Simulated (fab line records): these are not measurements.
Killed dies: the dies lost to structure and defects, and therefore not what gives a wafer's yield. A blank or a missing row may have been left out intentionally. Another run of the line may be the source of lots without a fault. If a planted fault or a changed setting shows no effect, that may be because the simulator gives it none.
fab line records	flow nand_harc
[record] lots = 6	wafers = 18	last_day = 31
route steps=1302 shown P_BONDPAD@356 A_ZERO_WELL@390 END@1302
lots that met no fault: taken from a fault-free run of the same line
start_h: the number of hours between the record's first day and the start of the first shown wafer of the lot	wait_h: hours from the lot's prior step to this one	" unchanged from the row above	L1.1+2: a row that stands for several wafers	- no value, or no start given	* or withheld: withheld	< > ~ a bound
route shown NAME@n: a module of which the file shows steps, and the number in the route of the first	usual: mean and standard deviation over wafers with no fault	same: alike in all rows	chamber/n: place in a boat	sites: the reading at each site	_std_site: how widely they spread, as a standard deviation	_edge_site: inner sites' mean taken away from outer sites' mean	radius_mm: how far each site lies from the wafer's centre	mask NAME#n: copy n	behind: the last tool/chamber to shape the wafer	hold: cause of the lot's hold/its duration in hours/its outcome	device: the n, p or np transistor that did not switch	end of line: the route-end tests of the same wafers	a step with no rows: only its recipe	killed: not the wafer's yield, but the dies lost to structure and defects at the first sort	map: a wafer's dies, x killed, . not, _ none there
set.NAME: the setting as run; set.NAME@STEP: as run at that earlier step	model.NAME: the simulator's own value behind a step, which no gauge read
a table for each step, a row for each wafer; lots at some steps of the route
services: when a tool's chamber went out of use (start_h, in hours from the record's first day, below 0 if earlier), for how many hours, and the reason
[[steps]]
[step NHARC_P_BONDPAD_HMDS_02]
[recipe] time_s = 30
[step NHARC_P_BONDPAD_COAT_36]
[recipe] temp_c = 200	time_s = 65
[step NHARC_P_BONDPAD_COAT_03]
[recipe] spin_rpm = 2000	resist_thk_nm = 600
[step NHARC_P_BONDPAD_SOFTBAKE_04]
[recipe] temp_c = 125	time_s = 70
[step NHARC_P_BONDPAD_EBR_05]
[step NHARC_P_BONDPAD_EXPOSE_06]
[recipe] na = 0.55	dose_mj = 37.06	mask_id = P_BPAD
[step NHARC_P_BONDPAD_PEB_07]
[recipe] peb_temp_c = 128	peb_time_s = 80
[step NHARC_P_BONDPAD_DEVELOP_08]
[recipe] time_s = 50	dev_temp_c = 22
[step NHARC_P_BONDPAD_CD_MEAS_09]
[recipe] target_cd_nm = 500	landing_energy_ev = 500
[usual] cd_nm = 499.0/1.4
lot.wafer	tool	chamber	start_h	wait_h	cd_nm
L791.1	cd_sem-01	0	225.31	-	496.7
L791.2	"	0	"	"	498.2
L791.5	"	0	"	"	499.1
L792.2	cd_sem-02	0	240.65	-	499.3
L792.3	"	0	"	"	498.9
L792.4	"	0	"	"	499.1
L793.2	cd_sem-02	0	241.71	-	499.9
L793.5	"	0	"	"	499.4
L793.6	"	0	"	"	498.2
L794.1	cd_sem-02	0	251.59	-	496.7
L794.3	"	0	"	"	499.1
L794.4	"	0	"	"	498.1
L795.3	cd_sem-02	0	265.55	-	498.2
L795.4	"	0	"	"	500.8
L795.5	"	0	"	"	500.3
L802.2	cd_sem-03	0	334.09	-	500.4
L802.3	"	0	"	"	501.0
L802.6	"	0	"	"	500.7
[step NHARC_P_BONDPAD_OVL_MEAS_38]
[usual] overlay_x_nm = 0/5	overlay_y_nm = 1/5.8
lot.wafer	tool	chamber	start_h	wait_h	overlay_x_nm	overlay_y_nm
L791.1	overlay-01	-	225.40	-	8	2
L791.2	"	-	"	"	8	2
L791.5	"	-	"	"	8	2
L792.2	overlay-02	-	240.73	-	1	-6
L792.3	"	-	"	"	0	-5
L792.4	"	-	"	"	0	-5
L793.2	overlay-01	-	241.79	-	-3	5
L793.5	"	-	"	"	-3	5
L793.6	"	-	"	"	-3	5
L794.1	overlay-02	-	251.68	-	2	8
L794.3	"	-	"	"	2	8
L794.4	"	-	"	"	3	8
L795.3	overlay-01	-	265.63	-	0	-3
L795.4	"	-	"	"	0	-3
L795.5	"	-	"	"	-1	-3
L802.2	overlay-01	-	334.18	-	2	4
L802.3	"	-	"	"	2	4
L802.6	"	-	"	"	1	3
[step NHARC_P_BONDPAD_HARDBAKE_10]
[recipe] temp_c = 118	time_s = 65
[step NHARC_P_BONDPAD_DESCUM_11]
[recipe] time_s = 3	o2_flow_sccm = 200	ar_flow_sccm = 0	bias_power_w = 0	chemistry = O2
[usual] drypump_motor_current_A = 5.5/0.52	oes_product_au = 1.000/0.0076	rf_vpp_V = 57.7/0.99	showerhead_plenum_p_Torr = 1.90/0.077	throttle_valve_pct = 11.311/0.0088
[same] bias_power_w = 0
lot.wafer	tool	chamber	start_h	wait_h	drypump_motor_current_A	oes_product_au	rf_hours_counter_h	rf_vpp_V	showerhead_plenum_p_Torr	throttle_valve_pct
L791.2	rie_diel-11	2	225.52	-	5.9	0.997	6.4	58.3	1.93	11.307
L791.1	"	0	"	"	5.1	1.006	7.4	57.7	1.84	11.293
L791.5	"	3	"	"	6.1	1.005	-	55.1	1.81	11.312
L792.2	rie_diel-06	3	240.86	-	4.6	1.015	2.8	57.5	1.92	11.299
L792.3	"	0	"	"	6.2	0.998	3.2	58.3	2.03	11.313
L792.4	"	1	"	"	5.9	1.008	3.5	57.2	1.94	11.305
L793.2	rie_diel-06	0	241.93	-	6.2	0.999	3.2	58.1	2.03	11.285
L793.5	"	2	"	"	5.5	1.016	-	57.2	1.79	11.307
L793.6	"	3	"	"	4.6	1.009	-	56.8	1.92	11.312
L794.3	rie_diel-02	1	251.80	-	4.9	0.978	1.5	60.6	2.05	11.302
L794.4	"	3	"	"	5.9	0.994	1.2	59.0	1.90	11.303
L794.1	"	0	"	"	5.1	0.998	1.7	57.7	1.98	11.310
L795.3	rie_diel-11	1	265.77	-	5.0	1.021	0	58.6	1.91	11.314
L795.4	"	2	"	"	5.9	1.011	0	58.2	1.93	11.305
L795.5	"	3	"	"	6.1	1.000	-	57.4	1.81	11.323
L802.2	rie_diel-06	3	334.31	-	4.6	0.985	0.4	56.4	1.92	11.317
L802.3	"	1	"	"	5.9	1.000	0.6	57.8	1.94	11.316
L802.6	"	2	"	"	5.5	0.989	-	56.5	1.79	11.319
[step NHARC_P_BONDPAD_ETCH_37]
[recipe] target_depth_a = 600	overetch_a = 180	time_s = 65.91	ion_energy_ev = 200	n2_flow_sccm = 150	h2_flow_sccm = 150	ar_flow_sccm = 0	rf_w = 400	bias_w = 150	chemistry = N2/H2
[usual] drypump_motor_current_A = 5.5/0.53	oes_product_au = 1.002/0.0068	rf_fwd_power_W = 396.0/1.8	rf_vpp_V = 430.3/2.5	showerhead_plenum_p_Torr = 2.03/0.087	throttle_valve_pct = 14.170/0.0098
lot.wafer	tool	chamber	start_h	wait_h	drypump_motor_current_A	oes_product_au	rf_fwd_power_W	rf_hours_counter_h	rf_vpp_V	showerhead_plenum_p_Torr	throttle_valve_pct
L791.2	rie_diel-11	1	225.62	0.1	4.9	1.002	397.2	6.6	429.5	2.04	14.159
L791.1	"	2	"	"	5.9	0.993	396.4	6.4	431.8	2.06	14.182
L791.5	"	0	"	"	5.1	0.994	394.9	-	427.0	1.96	14.180
L792.3	rie_diel-06	2	240.95	0.1	5.5	1.002	396.4	2.9	427.0	1.91	14.188
L792.2	"	3	"	"	4.6	1.016	397.3	2.8	431.6	2.05	14.174
L792.4	"	0	"	"	6.2	1.004	400.3	3.2	434.7	2.17	14.169
L793.2	rie_diel-06	0	242.01	0.1	6.1	0.998	396.9	3.2	433.4	2.17	14.174
L793.5	"	2	"	"	5.5	1.016	397.4	-	425.5	1.91	14.178
L793.6	"	3	"	"	4.6	1.010	396.2	-	430.0	2.05	14.152
L794.4	rie_diel-02	0	251.89	0.1	5.2	1.002	395.6	1.7	432.0	2.12	14.163
L794.3	"	1	"	"	4.9	0.993	398.7	1.6	433.7	2.19	14.166
L794.1	"	2	"	"	5.7	1.006	395.3	1.3	427.8	1.95	14.159
L795.4	rie_diel-11	0	265.85	0.1	5.1	0.995	395.6	0.0	429.8	1.96	14.173
L795.3	"	1	"	"	5.0	1.015	395.9	0.0	429.8	2.04	14.173
L795.5	"	0	"	"	5.1	1.008	393.4	-	428.6	1.96	14.182
L802.3	rie_diel-06	3	334.39	0.1	4.6	0.993	399.1	0.4	430.7	2.05	14.150
L802.2	"	2	"	"	5.5	0.988	396.9	0.6	426.0	1.91	14.163
L802.6	"	3	"	"	4.6	0.993	396.9	-	429.2	2.05	14.177
[step NHARC_P_BONDPAD_ETCH_12]
[recipe] target_depth_a = 2000	time_s = 100	chf3_flow_sccm = 50	o2_flow_sccm = 10	ar_flow_sccm = 200	rf_w = 500	bias_w = 200	chemistry = CHF3/O2
[usual] drypump_motor_current_A = 5.6/0.52	oes_product_au = 0.933/0.017	rf_fwd_power_W = 496.4/1.6	rf_vpp_V = 370.4/2	showerhead_plenum_p_Torr = 2.39/0.091	throttle_valve_pct = 20.572/0.01
lot.wafer	tool	chamber	start_h	wait_h	drypump_motor_current_A	oes_product_au	rf_fwd_power_W	rf_hours_counter_h	rf_vpp_V	showerhead_plenum_p_Torr	throttle_valve_pct
L791.1	rie_diel-11	3	-	-	6.1	0.931	498.0	8.1	369.1	2.28	20.581
L791.2	"	1	"	"	4.9	0.915	495.5	6.6	369.6	2.40	20.562
L791.5	"	3	"	"	6.1	0.918	494.5	-	367.8	2.28	20.586
L792.2	rie_diel-06	1	-	-	6.0	0.929	496.7	3.6	371.4	2.43	20.558
L792.3	"	2	"	"	5.5	0.912	498.1	2.9	366.5	2.25	20.556
L792.4	"	3	"	"	4.6	0.919	499.5	2.8	369.9	2.41	20.570
L793.2	rie_diel-06	1	-	-	6.0	0.920	497.6	3.7	370.3	2.43	20.575
L793.6	"	3	"	"	4.6	0.930	496.8	-	370.9	2.41	20.566
L793.5	"	0	"	"	6.1	0.929	497.8	-	373.9	2.54	20.566
L794.4	rie_diel-02	2	-	-	5.7	0.932	496.7	1.4	368.4	2.30	20.564
L794.3	"	3	"	"	5.9	0.934	500.0	1.3	371.6	2.39	20.548
L794.1	"	0	"	"	5.2	0.932	498.0	1.8	372.7	2.49	20.585
L795.4	rie_diel-11	1	-	-	4.9	0.978	499.0	0.0	371.1	2.40	20.588
L795.3	"	0	"	"	5.1	0.972	494.5	0.0	368.7	2.31	20.576
L795.5	"	1	"	"	5.0	0.987	496.5	-	370.1	2.40	20.572
L802.3	rie_diel-06	3	-	-	4.6	0.960	499.1	0.5	371.4	2.41	20.571
L802.2	"	0	"	"	6.2	0.966	495.3	0.4	374.9	2.54	20.555
L802.6	"	2	"	"	5.5	0.962	496.2	-	367.9	2.25	20.587
[step NHARC_P_BONDPAD_CD_MEAS_13]
[usual] cd_nm = 498.6/1.5
lot.wafer	tool	chamber	start_h	wait_h	cd_nm
L791.1	cd_sem-01	-	225.84	-	496.6
L791.2	"	-	"	"	497.8
L791.5	"	-	"	"	499.0
L792.2	cd_sem-01	-	241.17	-	498.5
L792.3	"	-	"	"	497.8
L792.4	"	-	"	"	497.4
L793.2	cd_sem-02	-	242.23	-	499.1
L793.5	"	-	"	"	499.5
L793.6	"	-	"	"	497.2
L794.1	cd_sem-03	-	252.11	-	497.5
L794.3	"	-	"	"	498.8
L794.4	"	-	"	"	497.1
L795.3	cd_sem-03	-	266.07	-	497.8
L795.4	"	-	"	"	501.1
L795.5	"	-	"	"	500.8
L802.2	cd_sem-02	-	334.62	-	500.4
L802.3	"	-	"	"	501.5
L802.6	"	-	"	"	500.8
[step NHARC_P_BONDPAD_STRIP_15]
[recipe] o2_flow_sccm = 500	ar_flow_sccm = 0	bias_w = 0	chemistry = O2
[step NHARC_P_BONDPAD_ETCH_24]
[recipe] target_depth_a = 300	over_etch_frac = 0.3	time_s = 72.99	ion_energy_ev = 150	cf4_flow_sccm = 50	n2_flow_sccm = 100	ar_flow_sccm = 150	rf_w = 300	bias_w = 100	chemistry = CF4/N2
[usual] drypump_motor_current_A = 5.5/0.47	oes_product_au = 1.002/0.007	rf_fwd_power_W = 297.5/1.1	rf_vpp_V = 314.4/2	showerhead_plenum_p_Torr = 2.64/0.11	throttle_valve_pct = 19.793/0.0091
lot.wafer	tool	chamber	start_h	wait_h	drypump_motor_current_A	oes_product_au	rf_fwd_power_W	rf_hours_counter_h	rf_vpp_V	showerhead_plenum_p_Torr	throttle_valve_pct
L791.1	rie_diel-02	0	226.10	0.1	5.2	1.008	298.1	0.0	314.8	2.72	19.797
L791.2	"	2	"	"	5.7	1.009	296.3	0.0	312.9	2.51	19.783
L791.5	"	3	"	"	5.8	1.005	298.2	-	314.8	2.61	19.783
L792.4	rie_diel-02	0	-	-	5.2	0.999	297.2	1.6	316.5	2.72	19.799
L792.2	"	1	"	"	5.0	0.997	297.7	1.3	316.1	2.81	19.778
L792.3	"	2	"	"	5.7	0.995	297.4	1.1	314.1	2.51	19.803
L793.2	rie_diel-11	1	242.49	0.2	5.0	1.009	297.9	8.0	313.6	2.62	19.813
L793.6	"	2	"	"	5.9	0.999	297.5	-	313.8	2.65	19.803
L793.5	"	0	"	"	5.1	1.004	296.5	-	310.9	2.53	19.781
L794.4	rie_diel-06	3	-	-	4.6	1.011	297.9	3.3	313.1	2.64	19.800
L794.3	"	1	"	"	6.0	0.999	296.4	4.2	314.0	2.66	19.783
L794.1	"	2	"	"	5.5	1.006	299.6	3.6	310.9	2.47	19.793
L795.4	rie_diel-11	0	-	-	5.1	1.010	294.7	0.1	312.6	2.53	19.790
L795.3	"	2	"	"	5.9	1.006	298.1	0.1	314.8	2.65	19.799
L795.5	"	3	"	"	6.1	1.000	297.3	-	310.5	2.49	19.793
L802.3	rie_diel-02	0	-	-	5.2	0.999	296.8	6.2	315.1	2.72	19.792
L802.2	"	2	"	"	5.7	1.006	297.7	5.8	311.9	2.51	19.779
L802.6	"	1	"	"	4.9	1.005	298.3	-	317.1	2.81	19.803
[step NHARC_P_BONDPAD_STRIP_16]
[recipe] time_s = 600	temp_c = 30	chemistry = post_etch_residue_remover
[step NHARC_P_BONDPAD_DEGAS_25]
[recipe] temp_c = 300	time_s = 60
[step NHARC_P_BONDPAD_PRE_CLEAN_26]
[recipe] time_s = 30	temp_c = 280	gas = H2/He
[usual] heater_power_w = 417/46
lot.wafer	tool	chamber	start_h	wait_h	heater_power_w
L791.1	pvd_sputter-03	-	-	-	392
L791.2	"	-	"	"	391
L791.5	"	-	"	"	397
L792.4	pvd_sputter-01	-	-	-	443
L792.2	"	-	"	"	486
L792.3	"	-	"	"	359
L793.2	pvd_sputter-02	-	-	-	333
L793.5	"	-	"	"	495
L793.6	"	-	"	"	441
L794.3	pvd_sputter-02	-	-	-	485
L794.1	"	-	"	"	433
L794.4	"	-	"	"	337
L795.3	pvd_sputter-03	-	-	-	393
L795.4	"	-	"	"	398
L795.5	"	-	"	"	461
L802.3	pvd_sputter-03	-	-	-	384
L802.2	"	-	"	"	399
L802.6	"	-	"	"	388
[step NHARC_P_BONDPAD_PVD_17]
[recipe] target_thk_a = 50	bias_v = 168.6	power_w = 15000	chamber_pressure_pa = 0.12	time_s = 8.06	substrate_temp_c = 50	material = TaN
[step NHARC_P_BONDPAD_PVD_27]
[recipe] target_thk_a = 300	chamber_pressure_pa = 5	power_w = 5000	substrate_temp_c = 30	time_s = 20.49	material = Cu
[step NHARC_P_BONDPAD_ECD_18]
[recipe] target_thk_a = 4000	bath_temp_c = 25	material = Cu
[step NHARC_P_BONDPAD_ANNEAL_28]
[recipe] temp_c = 225	time_s = 90
[step NHARC_P_BONDPAD_CMP_19]
[recipe] t_overpolish_s = 30	cu_recess_touch_s = 16	target_thk_nm = 160.81
[step NHARC_P_BONDPAD_THK_MEAS_20]
[recipe] thk_meas_gauge = xrf
[usual] thk_nm = 161.1/1.3
lot.wafer	tool	chamber	start_h	wait_h	thk_nm
L791.1	film_metro-01	-	227.91	-	159.8
L791.2	"	-	"	"	161.7
L791.5	"	-	"	"	163.5
L792.2	film_metro-02	-	243.24	-	161.5
L792.3	"	-	"	"	162.9
L792.4	"	-	"	"	159.5
L793.2	film_metro-02	-	244.30	-	158.9
L793.5	"	-	"	"	162.0
L793.6	"	-	"	"	159.8
L794.1	film_metro-01	-	254.13	-	159.1
L794.3	"	-	"	"	159.8
L794.4	"	-	"	"	161.4
L795.3	film_metro-01	-	268.10	-	163.8
L795.4	"	-	"	"	163.2
L795.5	"	-	"	"	161.7
L802.2	film_metro-02	-	336.65	-	161.4
L802.3	"	-	"	"	160.8
L802.6	"	-	"	"	159.1
[step NHARC_P_BONDPAD_SRD_21]
[recipe] time_s = 30	temp_c = 23	dry_time_s = 20	spin_rpm = 1500
[step NHARC_P_BONDPAD_ACTIVATE_29]
[recipe] time_s = 60	n2_flow_sccm = 200	ar_flow_sccm = 0	bias_power_w = 0	chemistry = N2
[usual] drypump_motor_current_A = 5.5/0.53	oes_product_au = 1.002/0.0065	rf_vpp_V = 64.1/0.97	showerhead_plenum_p_Torr = 1.78/0.077
[same] bias_power_w = 0
lot.wafer	tool	chamber	start_h	wait_h	drypump_motor_current_A	oes_product_au	rf_hours_counter_h	rf_vpp_V	showerhead_plenum_p_Torr
L791.1	rie_diel-11	3	228.18	0.1	6.1	1.003	8.2	63.7	1.67
L791.2	"	1	"	"	5.0	1.007	6.6	63.4	1.77
L791.5	"	3	"	"	6.1	1.008	-	61.7	1.67
L792.3	rie_diel-02	1	243.53	0.1	4.9	1.001	1.3	65.1	1.90
L792.2	"	3	"	"	5.9	1.000	1.2	63.1	1.76
L792.4	"	0	"	"	5.1	0.995	1.6	66.1	1.83
L793.2	rie_diel-06	2	244.60	0.1	5.5	1.004	3.0	62.5	1.65
L793.5	"	3	"	"	4.6	1.006	-	64.3	1.78
L793.6	"	0	"	"	6.2	0.993	-	65.3	1.88
L794.4	rie_diel-06	0	254.40	0.1	6.2	1.007	3.7	63.6	1.88
L794.3	"	2	"	"	5.5	1.010	3.6	64.5	1.65
L794.1	"	3	"	"	4.6	1.009	3.3	65.0	1.78
L795.3	rie_diel-02	0	268.39	0.1	5.2	1.000	2.5	65.0	1.83
L795.4	"	3	"	"	5.8	0.999	2.0	63.8	1.76
L795.5	"	0	"	"	5.2	1.011	-	64.4	1.83
L802.2	rie_diel-06	3	336.94	0.1	4.6	1.001	0.5	65.6	1.78
L802.3	"	0	"	"	6.1	0.999	0.5	66.1	1.87
L802.6	"	3	"	"	4.6	1.004	-	64.7	1.78
[step NHARC_P_BONDPAD_PRECLEAN_30]
[recipe] time_s = 300	temp_c = 23	chemistry = DIW
[step NHARC_P_BONDPAD_SRD_31]
[recipe] time_s = 30	temp_c = 23	dry_time_s = 20	spin_rpm = 1500
[step NHARC_A_ZERO_WELL_PRECLEAN_00]
[recipe] time_s = 600	temp_c = 120	chemistry = SPM
[step NHARC_A_ZERO_WELL_SRD_01]
[step NHARC_A_ZERO_WELL_DEHYDRATE_02]
[recipe] temp_c = 150	time_s = 120
[step NHARC_A_ZERO_WELL_HMDS_03]
[recipe] time_s = 30
[step NHARC_A_ZERO_WELL_COAT_18]
[recipe] temp_c = 200	time_s = 65
[step NHARC_A_ZERO_WELL_COAT_04]
[recipe] spin_rpm = 2000	resist_thk_nm = 600
[step NHARC_A_ZERO_WELL_SOFTBAKE_05]
[recipe] temp_c = 125	time_s = 70
[step NHARC_A_ZERO_WELL_EBR_06]
[step NHARC_END_SORT_01]
[recipe] temp_c = 25
[usual] defect_limited_yield = 91/3	killed_at_array = 56/20	killed_at_other = 1/1.3	killed_at_periphery = 3.5/2.7	killed_dies = 60/20	killed_open = 3.3/1.6	killed_short = 2.4/1.5
[same] gross_dies = 677
lot.wafer	tool	chamber	start_h	wait_h	defect_limited_yield[%]	killed_at_array	killed_at_other	killed_at_periphery	killed_dies	killed_open	killed_short
L791.1	prober-02	0	647.23	2.5	91	59	1	1	61	2	2
L791.2	prober-02	0	648.04	2.8	91	57	0	3	60	2	1
L791.5	prober-02	0	650.45	3.7	92	50	0	3	53	1	4
L793.2	prober-01	0	656.01	2.8	92	51	1	2	54	2	2
L793.5	prober-01	0	658.45	3.7	83	47	2	64	113	1	5
L793.6	prober-01	0	659.26	4.1	91	60	0	2	62	2	1
L792.2	prober-02	0	656.07	2.8	91	56	4	2	62	4	1
L792.3	prober-02	0	656.87	3.1	83	50	1	64	115	2	3
L792.4	prober-02	0	657.68	3.4	91	59	0	2	61	4	2
L794.1	prober-02	0	677.61	2.5	90	61	2	4	67	2	3
L794.3	prober-02	0	679.20	3.1	90	65	0	3	68	1	2
L794.4	prober-02	0	680.00	3.4	93	43	0	6	49	1	1
L795.3	prober-01	0	679.15	3.1	88	72	0	6	78	4	2
L795.4	prober-01	0	679.95	3.4	85	91	1	10	102	4	1
L795.5	prober-01	0	680.75	3.7	86	83	1	10	94	4	0
L802.2	prober-02	0	749.41	2.8	93	40	0	7	47	2	1
L802.3	prober-02	0	750.20	3.1	94	31	0	8	39	4	2
L802.6	prober-02	0	752.56	3.9	95	29	1	4	34	2	0
// killed by level:class
L791.1 A_SLIT:chamber_film_flake=23 A_CHANNEL_HOLE_D2:chamber_film_flake=13 A_CHANNEL_HOLE_D1:chamber_film_flake=9 A_CONTACT:chamber_film_flake=7 A_CHANNEL_FILL_D1:chamber_film_flake=2 A_STAIRCASE:chamber_film_flake=2 A_CHANNEL_HOLE_D1:geometric_particle:short=1 A_CHANNEL_FILL_D2:geometric_particle:open=1
L791.2 A_SLIT:chamber_film_flake=24 A_CHANNEL_HOLE_D2:chamber_film_flake=19 A_CHANNEL_HOLE_D1:chamber_film_flake=4 P_BONDPAD:chamber_film_flake=3 A_CONTACT:chamber_film_flake=3 A_STAIRCASE:chamber_film_flake=2 A_WL_FILL:chamber_film_flake=2 A_CHANNEL_FILL_D1:geometric_particle:open=1
L791.5 A_SLIT:chamber_film_flake=25 A_CHANNEL_HOLE_D2:chamber_film_flake=9 P_BONDPAD:chamber_film_flake=3 A_CHANNEL_FILL_D1:chamber_film_flake=3 A_CHANNEL_FILL_D1:geometric_particle:short=2 A_CHANNEL_HOLE_D1:chamber_film_flake=2 A_STAIRCASE:chamber_film_flake=2 A_CHANNEL_HOLE_D1:geometric_particle:short=1
L793.2 A_CHANNEL_HOLE_D2:chamber_film_flake=23 A_CHANNEL_HOLE_D1:chamber_film_flake=16 A_STAIRCASE:chamber_film_flake=3 A_CONTACT:chamber_film_flake=3 P_STI:chamber_film_flake=2 A_SOURCE_PLATE:geometric_particle:short=1 A_ONON_D2:geometric_particle:open=1 A_CHANNEL_HOLE_D2:geometric_particle:open=1
L792.2 A_SLIT:chamber_film_flake=35 A_CHANNEL_HOLE_D1:chamber_film_flake=6 THIN_TSV:chamber_film_flake=4 A_M0:geometric_particle:open=3 A_CHANNEL_HOLE_D2:chamber_film_flake=3 P_GATE:chamber_film_flake=2 A_CHANNEL_FILL_D1:chamber_film_flake=2 A_STAIRCASE:chamber_film_flake=2
L792.3 P_BONDPAD:unspecified=63 A_SLIT:chamber_film_flake=28 A_CHANNEL_HOLE_D1:chamber_film_flake=6 A_STAIRCASE:chamber_film_flake=4 A_CHANNEL_HOLE_D2:chamber_film_flake=2 A_CHANNEL_HOLE_D2:unspecified=2 A_BLC:chamber_film_flake=2 P_CONTACT:geometric_particle:open=1
L792.4 A_SLIT:chamber_film_flake=34 A_CHANNEL_HOLE_D2:chamber_film_flake=7 A_ZERO_WELL:chamber_film_flake=3 A_CHANNEL_HOLE_D1:chamber_film_flake=3 A_STAIRCASE:chamber_film_flake=3 P_M0:geometric_particle:open=2 A_M1:chamber_film_flake=2 A_CHANNEL_FILL_D1:geometric_particle:short=1
L793.5 P_BONDPAD:unspecified=61 A_CHANNEL_HOLE_D1:chamber_film_flake=19 A_CHANNEL_HOLE_D2:chamber_film_flake=19 A_SGD_CUT:geometric_particle:short=2 A_STAIRCASE:chamber_film_flake=2 THIN_TSV:chamber_film_flake=2 P_M1:geometric_particle:short=1 A_CHANNEL_HOLE_D1:geometric_particle:open=1
L793.6 A_CHANNEL_HOLE_D1:chamber_film_flake=33 A_CHANNEL_HOLE_D2:chamber_film_flake=21 A_STAIRCASE:chamber_film_flake=3 P_GATE:geometric_particle:open=1 A_ONON_D1:geometric_particle:short=1 A_M0:geometric_particle:open=1 P_STI:chamber_film_flake=1 A_CONTACT:chamber_film_flake=1
L794.1 A_CHANNEL_HOLE_D1:chamber_film_flake=37 A_CHANNEL_HOLE_D2:chamber_film_flake=15 P_CONTACT:chamber_film_flake=2 A_STAIRCASE:chamber_film_flake=2 A_CONTACT:chamber_film_flake=2 P_M0:geometric_particle:open=1 A_DECK1_JOINT:geometric_particle:short=1 A_CHANNEL_FILL_D2:geometric_particle:open=1
L795.3 A_SLIT:chamber_film_flake=32 A_CHANNEL_HOLE_D1:chamber_film_flake=18 A_CHANNEL_HOLE_D2:chamber_film_flake=10 P_ZERO_WELL:chamber_film_flake=3 P_BONDPAD:chamber_film_flake=2 A_CONTACT:chamber_film_flake=2 A_WL_FILL:chamber_film_flake=2 A_SOURCE_PLATE:geometric_particle:short=1
L794.3 A_CHANNEL_HOLE_D1:chamber_film_flake=36 A_CHANNEL_HOLE_D2:chamber_film_flake=16 A_CONTACT:chamber_film_flake=4 A_SLIT:chamber_film_flake=3 A_STAIRCASE:chamber_film_flake=2 A_M0:chamber_film_flake=2 P_CONTACT:geometric_particle:short=1 P_M0:geometric_particle:open=1
L795.4 A_SLIT:chamber_film_flake=36 A_CHANNEL_HOLE_D1:chamber_film_flake=29 A_CHANNEL_HOLE_D2:chamber_film_flake=16 P_BONDPAD:chamber_film_flake=5 A_CONTACT:chamber_film_flake=3 P_STI:chamber_film_flake=2 P_GATE:geometric_particle:open=1 A_CHANNEL_HOLE_D1:geometric_particle:open=1
L794.4 A_CHANNEL_HOLE_D1:chamber_film_flake=21 A_CHANNEL_HOLE_D2:chamber_film_flake=14 P_M1:chamber_film_flake=5 A_CONTACT:chamber_film_flake=3 A_WL_FILL:geometric_particle:open=1 A_M0:geometric_particle:short=1 P_ZERO_WELL:chamber_film_flake=1 A_DECK1_JOINT:chamber_film_flake=1
L795.5 A_CHANNEL_HOLE_D1:chamber_film_flake=31 A_SLIT:chamber_film_flake=28 A_CHANNEL_HOLE_D2:chamber_film_flake=14 P_BONDPAD:chamber_film_flake=5 P_ZERO_WELL:chamber_film_flake=3 A_STAIRCASE:chamber_film_flake=2 A_CONTACT:chamber_film_flake=2 A_ONON_D2:geometric_particle:open=1
L802.2 A_CHANNEL_HOLE_D1:chamber_film_flake=13 A_STAIRCASE:chamber_film_flake=7 A_CONTACT:chamber_film_flake=6 A_SLIT:chamber_film_flake=5 P_CONTACT:chamber_film_flake=5 A_SGD_CUT:chamber_film_flake=3 A_CHANNEL_FILL_D2:chamber_film_flake=2 P_M0:geometric_particle:open=1
L802.3 A_CHANNEL_HOLE_D1:chamber_film_flake=16 A_CONTACT:chamber_film_flake=7 P_CONTACT:chamber_film_flake=3 P_M0:geometric_particle:open=2 P_STI:chamber_film_flake=2 P_M0:geometric_particle:short=1 A_ONON_D2:geometric_particle:short=1 A_CHANNEL_FILL_D2:geometric_particle:open=1
L802.6 A_CHANNEL_HOLE_D1:chamber_film_flake=18 P_CONTACT:chamber_film_flake=4 A_CONTACT:chamber_film_flake=4 A_STAIRCASE:chamber_film_flake=3 A_WL_FILL:geometric_particle:open=1 A_M1:geometric_particle:open=1 A_CHANNEL_FILL_D1:chamber_film_flake=1 A_WL_FILL:chamber_film_flake=1
// map L792.3 (x killed, . not)
____________x____________
_________...xxxx_________
_______.....xxxxxx_______
______...x.xxxxxxxx______
_____..x...xxxxxxxxx_____
____......xxxxxxxxxx.____
____........xxxxxxx..____
___....x.....xxxxx.x..___
___..........xxxxx.x..___
__..x........xxx.x....x__
__.............xx......__
_.............x........._
_....x.................._
_.............x........._
_......................._
_...........x..........._
.x..............x....x...
......x............xxxx..
.................xxx.x.x.
.............x...xxxxxx..
.x....x....x......xxxx...
_.................xxxx.._
_................xxxxx.._
_................x.x...._
_...x..............xx..._
_......................._
__.....................__
__.....................__
___...................___
___...................___
____.................____
____.................____
_____..............x_____
______...........x.______
_______..........._______
_________......._________
____________.____________
// map L793.5 (x killed, . not)
____________x____________
_________..xxxxx_________
_______....xxxxxxx_______
______......xxxxxxx______
_____......xxxxxxxx._____
____........xxxxxxx..____
____.......xxxxxxxx..____
___.........xxxxxxxx..___
___...x.....x.xxxxx...___
__............x.xx.....__
__xx............x..x...__
_x......................_
_x..x.............x....._
_xx....................._
_xx.x..................._
_xx....................._
xxx..........x...........
xx.......x...............
x.x......................
x.x......................
..............x..........
_......................._
_......................._
_......................._
_..............x..x....._
_.x.........x....x.x...._
__..............xxxx...__
__............x.xxxx...__
___....x..............___
___............xxxxx..___
____....x............____
____.................____
_____.......x......._____
______..x.......x..______
_______..........._______
_________......._________
____________.____________
[[services]]
tool	chamber	start_h	hours	kind
rie_diel-02	3	205.51	12.6	repair
pvd_sputter-03	-	210.82	1.1	repair
rie_diel-06	0	212.71	-	clean
rie_diel-06	1	212.71	-	clean
rie_diel-06	2	212.71	-	clean
rie_diel-06	3	212.71	-	clean
rie_diel-02	-	216.70	9.0	pm
pvd_sputter-01	-	226.00	10.0	pm
rie_diel-11	3	235.76	19.0	repair
rie_diel-06	0	237.21	-	clean
rie_diel-06	1	237.21	-	clean
rie_diel-06	2	237.21	-	clean
pvd_sputter-03	-	252.93	0.6	repair
rie_diel-06	1	254.48	9.7	repair
rie_diel-11	-	255.50	9.0	pm
rie_diel-06	2	276.16	15.3	repair
rie_diel-11	-	277.05	0.4	repair
pvd_sputter-02	-	282.00	10.0	pm
pvd_sputter-03	-	290.96	5.5	repair
pvd_sputter-02	-	303.07	4.6	repair
rie_diel-06	-	307.21	9.0	pm
rie_diel-02	-	309.43	2.4	repair
rie_diel-11	1	323.29	5.4	repair
pvd_sputter-02	-	324.53	2.1	repair
[[key]]
[first_sign] step = NHARC_END_SORT_01	reading = killed_at_periphery	direction = up	sigmas = 22	usual = 3.5	struck = 64
[effect] step = NHARC_END_SORT_01	reading = killed_dies	direction = up	sigmas = 2.6	usual = 60	struck = 114
[more_kills_born_at] NHARC_P_BONDPAD_ETCH_37@rie_diel-06 = 124
met_at NHARC_P_BONDPAD_ETCH_37
struck_wafers L792.3,L793.5
[fault] kind = chamber_particle_source	tool = rie_diel-06	chamber = 2	onset_h = 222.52	steps = NHARC_P_BONDPAD_ETCH_37	rate_per_visit_cm2 = 0.73115	end_h = 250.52
